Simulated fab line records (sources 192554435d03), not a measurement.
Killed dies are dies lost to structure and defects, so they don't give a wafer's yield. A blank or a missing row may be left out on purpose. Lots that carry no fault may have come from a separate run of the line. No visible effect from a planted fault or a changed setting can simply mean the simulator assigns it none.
Which tool is to blame? :: flow n5Finfet :: 12 lots, 36 wafers sampled, at 1 step of a route of 1938

WHAT EACH GAUGE READ, for each wafer
N5_BEOL_M8_OCD_MEAS_38.
lot: L075
measured: day 10 11:58
on: ocd-02
trenchDepthNm (nm): 91.2 95.3 92.8

lot: L079
measured: day 10 20:42
on: ocd-02
trenchDepthNm (nm): 93.6 97.1 95.3

lot: L078
measured: day 11 01:00
on: ocd-01
trenchDepthNm (nm): 95.5 96.1 95.2

lot: L081
measured: day 11 15:11
on: ocd-02
trenchDepthNm (nm): 94.3 96.9 91.1

lot: L082
measured: day 11 17:55
on: ocd-01
trenchDepthNm (nm): 95.2 93.9 95.4

lot: L085
measured: day 12 08:13
on: ocd-01
trenchDepthNm (nm): 93.5 94.2 92.9

lot: L086
measured: day 13 05:22
on: ocd-01
trenchDepthNm (nm): 93.4 95.9 92.8

lot: L088
measured: day 13 16:36
on: ocd-01
trenchDepthNm (nm): 93.2 93.2 92.7

lot: L090
measured: day 14 02:15
on: ocd-02
trenchDepthNm (nm): 93.2 96.6 91.2

lot: L092
measured: day 14 20:58
on: ocd-02
trenchDepthNm (nm): 95.4 91.6 96.0

lot: L096
measured: day 15 17:37
on: ocd-01
trenchDepthNm (nm): 94.3 95.9 95.6

lot: L097
measured: day 15 21:28
on: ocd-01
trenchDepthNm (nm): 96.6 97.2 92.6

TOOL THAT RAN EACH LOT (tool first, then ch and the chambers of the sampled wafers, then the start)
The record shows no process step preceding these readings.

THE ANSWER, worked out from the rows above alone
Rule: usual is defined by the lots themselves. The widest of any qualifying gaps counts: lots, ordered by their means at a reading, are off when they make up no more than a third of the lots, leave a main group of 4 or more, and stand apart from it by 3 or more times the standard deviation of that group's means. If all means in a main group match to the digits the tables above print for the reading, that group is not used. Also off: a lot with no number at a reading for which 4 or more lots have one. All remaining lots with rows at the step are treated as sound.
No lot is off at any reading shown: from this, nothing can be told.

WHAT HAD BEEN PUT IN BY THE SIMULATOR
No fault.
